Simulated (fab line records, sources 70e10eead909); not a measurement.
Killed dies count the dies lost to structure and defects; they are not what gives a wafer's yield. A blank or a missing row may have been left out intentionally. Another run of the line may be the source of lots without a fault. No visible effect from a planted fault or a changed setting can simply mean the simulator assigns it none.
The tool behind it: which one? + flow nand-harc + 42 wafers from 14 lots sampled at 2 of the route's 1302 steps

WHAT THE GAUGES READ, wafer by wafer
NHARC_A_BLC_OVL_MEAS_11. Usual: overlay-x-nm 0.0 nm, standard deviation 0.78; overlay-y-nm -0.2 nm, standard deviation 1.
| lot  | measured     | on         | overlay-x-nm (nm) | overlay-y-nm (nm) | flag |
|------|--------------|------------|-------------------|-------------------|------|
| L709 | day 22 21:07 | overlay-01 | -0.9 -1.5 -1.3    | -1.6 -1.3 -1.4    |      |
| L707 | day 22 22:08 | overlay-01 | 0.6 -0.2 0.4      | -1.8 -1.3 -1.5    |      |
| L708 | day 23 00:12 | overlay-02 | 0.0 0.2 0.9       | -1.8 -2.0 -1.8    |      |
| L710 | day 24 07:43 | overlay-01 | -0.2 0.0 0.2      | -0.7 -0.8 -0.9    |      |
| L712 | day 24 10:34 | overlay-02 | 0.5 0.1 -0.2      | 0.6 0.5 0.9       |      |
| L711 | day 24 12:41 | overlay-02 | 0.6 1.0 0.4       | 0.3 0.3 -0.1      |      |
| L721 | day 28 03:48 | overlay-01 | 0.1 0.2 0.4       | -2.2 -2.1 -1.7    |      |
| L720 | day 28 10:41 | overlay-02 | -0.5 -0.2 0.0     | 1.6 1.3 1.8       |      |
| L725 | day 29 22:32 | overlay-02 | 0.4 1.1 0.5       | 0.7 0.5 0.5       |      |
| L726 | day 30 13:07 | overlay-02 | 0.9 0.4 0.4       | 0.2 0.0 -0.2      |      |
| L730 | day 31 16:16 | overlay-01 | -0.1 0.2 0.1      | -1.4 -1.7 -1.2    |      |
| L727 | day 31 20:50 | overlay-01 | -0.2 0.0 0.1      | 0.8 0.1 0.2       |      |
| L728 | day 31 21:43 | overlay-01 | 0.6 0.2 0.0       | 0.8 1.1 0.9       |      |
| L729 | day 32 03:26 | overlay-01 | -1.8 -1.2 -1.4    | 0.4 0.2 0.1       |      |

TOOL THAT RAN EACH LOT (tool first, then ch and the chambers of the sampled wafers, then the start)
| lot  | NHARC_A_CONTACT_ETCH_139             |
|------|--------------------------------------|
| L709 | har-cap-etch-02 ch 0, day 22 17:22   |
| L707 | har-cap-etch-03 ch 0,1, day 22 18:28 |
| L708 | har-cap-etch-01 ch 0,1, day 22 20:28 |
| L710 | har-cap-etch-02 ch 0,1, day 24 03:55 |
| L712 | har-cap-etch-01 ch 0,1, day 24 06:58 |
| L711 | har-cap-etch-02 ch 0,1, day 24 08:56 |
| L721 | har-cap-etch-02 ch 0,1, day 28 00:08 |
| L720 | har-cap-etch-03 ch 0,1, day 28 06:50 |
| L725 | har-cap-etch-03 ch 0,1, day 29 18:44 |
| L726 | har-cap-etch-03 ch 0,1, day 30 09:27 |
| L730 | har-cap-etch-01 ch 0,1, day 31 12:28 |
| L727 | har-cap-etch-01 ch 0,1, day 31 16:37 |
| L728 | har-cap-etch-03 ch 0,1, day 31 17:58 |
| L729 | har-cap-etch-02 ch 0,1, day 31 23:36 |
- NHARC_A_CONTACT_ETCH_139: etches the open film in C4F8/O2/Ar, time 195 s, target depth 840 nm.

WHAT THE TOOLS THEMSELVES READ (means of the sampled wafers that have a number; where no wafer has one, the mark that the record gives instead)
NHARC_A_CONTACT_ETCH_139. Usual: run-length-s 226.4 s, standard deviation 0.36.
| lot  | tool            | run-length-s (s) | flag |
|------|-----------------|------------------|------|
| L709 | har-cap-etch-02 | 226.1            |      |
| L707 | har-cap-etch-03 | 226.4            |      |
| L708 | har-cap-etch-01 | 226.4            |      |
| L710 | har-cap-etch-02 | 226.4            |      |
| L712 | har-cap-etch-01 | 226.7            |      |
| L711 | har-cap-etch-02 | 226.2            |      |
| L721 | har-cap-etch-02 | 226.5            |      |
| L720 | har-cap-etch-03 | 226.3            |      |
| L725 | har-cap-etch-03 | 226.2            |      |
| L726 | har-cap-etch-03 | 226.2            |      |
| L730 | har-cap-etch-01 | 226.1            |      |
| L727 | har-cap-etch-01 | 226.7            |      |
| L728 | har-cap-etch-03 | 226.4            |      |
| L729 | har-cap-etch-02 | 226.3            |      |

THE ANSWER, worked out from the rows above alone
Rule: lot off if the mean of its wafers having a number is beyond 3 standard deviations from the usual mean. A lot without any number at a reading at which 4 lots or more have one is off too. All remaining lots with rows at the step are treated as sound. First the gauges in route order, then the tools' own readings, where a lot's mean is used as printed above. The first step at which some lot is off is used, and at that step the reading that is off furthest; a lot without a number counts as furthest.
No lot is off at any reading shown: from this, nothing can be told.

WHAT THE SIMULATOR HAD PUT IN
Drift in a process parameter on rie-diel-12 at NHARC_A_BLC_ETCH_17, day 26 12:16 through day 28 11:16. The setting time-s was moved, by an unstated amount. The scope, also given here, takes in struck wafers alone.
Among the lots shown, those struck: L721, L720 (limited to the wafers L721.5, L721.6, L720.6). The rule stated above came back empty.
